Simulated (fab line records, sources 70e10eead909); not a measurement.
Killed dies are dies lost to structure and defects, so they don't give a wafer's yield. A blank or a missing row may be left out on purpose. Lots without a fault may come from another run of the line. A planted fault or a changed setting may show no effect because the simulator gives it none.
Chamber matching | flow nand_harc | NHARC_A_ONON_D1_DEP_33 on pecvd-01: 3 sister chambers
The step deposits SiO2, target thk 200 nm. 16 wafers are shown with their chamber, then 8 later ones without.

WAFERS WITH THEIR CHAMBER
wafer  | chamber | heater_power_w (W) | throttle_valve_pct (%)
L212.1 | 2       | 577                | 15.1
L212.4 | 1       | 385                | 17.0
L212.6 | 2       | 575                | 15.6
L213.1 | 0       | 863                | 15.6
L213.3 | 2       | 607                | 15.6
L213.5 | 2       | 616                | 15.2
L215.3 | 0       | 863                | 15.5
L215.4 | 2       | 600                | 15.4
L215.5 | 1       | 484                | 17.1
L218.1 | 0       | 873                | 15.6
L218.2 | 1       | 471                | 17.0
L218.3 | 2       | 604                | 15.7
L224.1 | 2       | 602                | 15.8
L224.2 | 1       | 481                | 16.6
L224.5 | 2       | 607                | 15.8
L227.1 | 1       | 430                | 16.4

SIGNATURES (means of the wafers above)
reading            | chamber 0 | chamber 1 | chamber 2 | scatter within a chamber
heater_power_w     | 866.33    | 450.20    | 598.50    | 26
throttle_valve_pct | 15.567    | 16.820    | 15.525    | 0.259
Rule: a wafer's distance from a chamber is the root of the sum, over the readings, of the square of ((its reading less the chamber's mean) divided by the reading's scatter). The wafer belongs to the nearest chamber; if the next one is less than 2 further off, it can't be placed. The scatter: the root of (the sum of the squares of (reading less its chamber's mean) over the shown wafers, divided by (wafers less chambers)).

WAFERS WITHOUT THEIR CHAMBER
wafer  | heater_power_w (W) | throttle_valve_pct (%)
L227.3 | 482                | 15.9
L227.5 | 439                | 16.4
L229.2 | 526                | 16.4
L229.3 | 690                | 15.8
L229.4 | 612                | 15.5
L230.2 | 483                | 15.8
L230.4 | 763                | 15.5
L230.5 | 481                | 15.9

WHICH CHAMBER EACH WENT THROUGH
wafer  | from the rows above     | in truth
L227.3 | can't be placed: 1 or 2 | 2
L227.5 | 1                       | 1
L229.2 | can't be placed: 1 or 2 | 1
L229.3 | 2                       | 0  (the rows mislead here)
L229.4 | 2                       | 2
L230.2 | can't be placed: 1 or 2 | 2
L230.4 | 0                       | 0
L230.5 | can't be placed: 1 or 2 | 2
Placed correctly: 3 of 8. Can't be placed from these rows: 4 (the true chamber is among the candidates in 4). Placed wrongly: 1.
